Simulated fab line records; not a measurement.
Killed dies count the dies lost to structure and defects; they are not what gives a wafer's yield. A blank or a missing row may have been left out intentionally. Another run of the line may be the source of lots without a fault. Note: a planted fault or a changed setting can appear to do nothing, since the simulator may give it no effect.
Matching of chambers    flow nand-harc    NHARC_A_STAIRCASE_DEP_151 on pecvd-01: 3 sister chambers
The step deposits SiO2, target thk 3800 nm. 24 wafers are shown with their chamber, then 12 later ones without.

== WAFERS WITH THEIR CHAMBER ==
wafer   chamber  heater-power-w (W)
L077.3  2        556
L077.4  1        686
L077.6  0        769
L078.3  2        516
L078.4  2        438
L078.5  1        711
L079.2  1        840
L079.3  2        507
L079.5  1        705
L083.2  1        831
L083.4  1        718
L083.5  2        438
L087.2  1        818
L087.3  0        928
L087.6  2        444
L087.1  2        499
L087.4  0        781
L087.5  1        692
L089.1  1        853
L089.4  1        678
L089.5  2        436
L092.2  0        819
L092.3  1        681
L092.6  0        777

SIGNATURES (means of the wafers above)
reading         chamber 0  chamber 1  chamber 2  scatter within a chamber
heater-power-w  814.80     746.64     479.25     63.3
Rule: a wafer lies at a distance from a chamber equal to the root of the sum of squares, over the readings, of (its reading less the chamber's mean, divided by the reading's scatter). If the next closest chamber is less than 2 further off than the closest, the wafer can't be placed; otherwise it belongs to the closest. The scatter: take each reading less its chamber's mean, square it, sum over the shown wafers, divide by the number of wafers less the number of chambers, and take the root.

== WAFERS WHOSE CHAMBER IS MISSING ==
wafer   heater-power-w (W)
L093.2  807
L093.3  518
L093.4  671
L094.1  551
L094.2  898
L094.3  735
L094.4  768
L094.5  430
L094.6  693
L097.3  798
L097.4  766
L097.6  694

== EACH ONE'S CHAMBER ==
wafer   from the rows above           in truth
L093.2  can't be placed: 0 or 1       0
L093.3  2                             2
L093.4  can't be placed: 1 or 0 or 2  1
L094.1  can't be placed: 2 or 1       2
L094.2  can't be placed: 0 or 1       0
L094.3  can't be placed: 1 or 0       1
L094.4  can't be placed: 1 or 0       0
L094.5  2                             2
L094.6  can't be placed: 1 or 0       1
L097.3  can't be placed: 0 or 1       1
L097.4  can't be placed: 1 or 0       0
L097.6  can't be placed: 1 or 0       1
Placed correctly: 2 of 12. Cannot be placed on the basis of these rows: 10; the candidates contain the true chamber in 10. Number placed wrongly: 0.
